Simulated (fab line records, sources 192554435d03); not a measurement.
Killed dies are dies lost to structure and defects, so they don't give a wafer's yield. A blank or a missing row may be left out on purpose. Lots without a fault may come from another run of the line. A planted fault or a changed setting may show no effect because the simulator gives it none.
Problem report in the 8D (eight disciplines) form, filled by code | flow n5_finfet | the parts of the form that need people (team, actions taken, sign-off) are left out

1. THE PROBLEM
rf_fwd_power_W at N5_FIN_SAQP_ETCH_52 reads a mean of 636.0 W on 1 wafer of 1 lot; wafers without a fault read 836.4 W with a standard deviation of 2.6. That is -77 standard deviations from the usual mean.
The step: etches SOC in N2/H2, target depth 100 nm, overetch 20 nm, time 150 s.
First seen on wafer L430.1, day 4 04:32, on rie_diel-02. The record holds 15 wafers of 5 lots with a number at this step. Rule for "out", or "out of limits": more than 4 standard deviations from the usual mean. The other wafers with a number count as sound.

2. WHAT IT IS AND WHAT IT IS NOT
question                    | is                       | is not
which readings at this step | rf_fwd_power_W, rf_vpp_V | bias_w, drypump_motor_current_A, oes_product_au, showerhead_plenum_p_Torr, throttle_valve_pct
which lots                  | L430                     | L427, L428, L438, L443
which wafers of those lots  | L430.1                   | L430.3, L430.4
read on which tools         | rie_diel-02              | rie_diel-01
when                        | from day 4 04:32         | up to then (8 sound wafers); but 6 sound wafers of L438, L443 came after

3. SUSPECTS, AND WHAT RULES EACH OUT
Counting: a tool at a process step up to the reading stays a suspect if it ran every lot that is out. Sound lots after the first of them don't rule it out here, since some wafers of a struck lot are sound.
- rie_diel-02 at N5_FIN_SAQP_DESCUM_21 (chemistry O2, time 7.9 s): kept. It ran the lot that is out, L430 (day 4 04:26); its last sound lot up to then is L428 (day 3 17:19).
- rie_diel-02 at N5_FIN_SAQP_ETCH_51 (etches SiARC in CF4, target depth 45.5 nm, time 75.8 s): kept. It ran the lot that is out, L430 (day 4 04:29); its last sound lot up to then is L428 (day 3 17:21).
- rie_diel-02 at N5_FIN_SAQP_ETCH_52 (etches SOC in N2/H2, target depth 100 nm, overetch 20 nm, time 150 s): kept. It ran the lot that is out, L430 (day 4 04:32); its last sound lot up to then is L428 (day 3 17:24). Its own readings are out on those wafers: rf_fwd_power_W, rf_vpp_V.
- Within rie_diel-02 at N5_FIN_SAQP_DESCUM_21: the wafers that are out ran in chamber 0; their sound lot-mates ran in chambers 2, 3.
- Within rie_diel-02 at N5_FIN_SAQP_ETCH_51: the wafers that are out ran in chamber 0; their sound lot-mates ran in chambers 2, 3.
- Within rie_diel-02 at N5_FIN_SAQP_ETCH_52: the wafers that are out ran in chamber 0; their sound lot-mates ran in chambers 2, 3.
Left after counting: rie_diel-02 at N5_FIN_SAQP_DESCUM_21, rie_diel-02 at N5_FIN_SAQP_ETCH_51, rie_diel-02 at N5_FIN_SAQP_ETCH_52.

4. THE CAUSE (what the simulator had put in)
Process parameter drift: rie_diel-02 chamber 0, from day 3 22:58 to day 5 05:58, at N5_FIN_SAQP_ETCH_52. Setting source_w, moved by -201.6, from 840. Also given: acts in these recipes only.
Counting left 3 suspects, and this tool is among them.

5. THE CHAIN OF EFFECTS, in route order
Each row: a reading whose mean over the struck wafers that have a number lies more than 3 standard deviations from the usual. Only readings for which the record gives a usual standard deviation are gone through. hours: the time from each lot's start at the first step in this table that gives one to its start at this step, as a median over the lots. sigmas: the change in usual standard deviations.
hours | step                | reading        | usual   | on struck wafers | change | sigmas
0     | N5_FIN_SAQP_ETCH_52 | rf_fwd_power_W | 836.4 W | 636.0            | -200.4 | -77
0     | N5_FIN_SAQP_ETCH_52 | rf_vpp_V       | 524.6 V | 569.3            | +44.7  | +17
The process steps in it:
- N5_FIN_SAQP_ETCH_52: etches SOC in N2/H2, target depth 100 nm, overetch 20 nm, time 150 s.
Later measuring or inspecting steps at which every struck wafer that the step has a row for has a number for every such reading, and none has moved that far: N5_BEOL_M4_RC_MEAS_101.

6. WHAT WOULD HAVE CAUGHT IT SOONER
In this record the first reading out of limits was taken at day 4 04:32, 6 hours after the fault began at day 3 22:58.
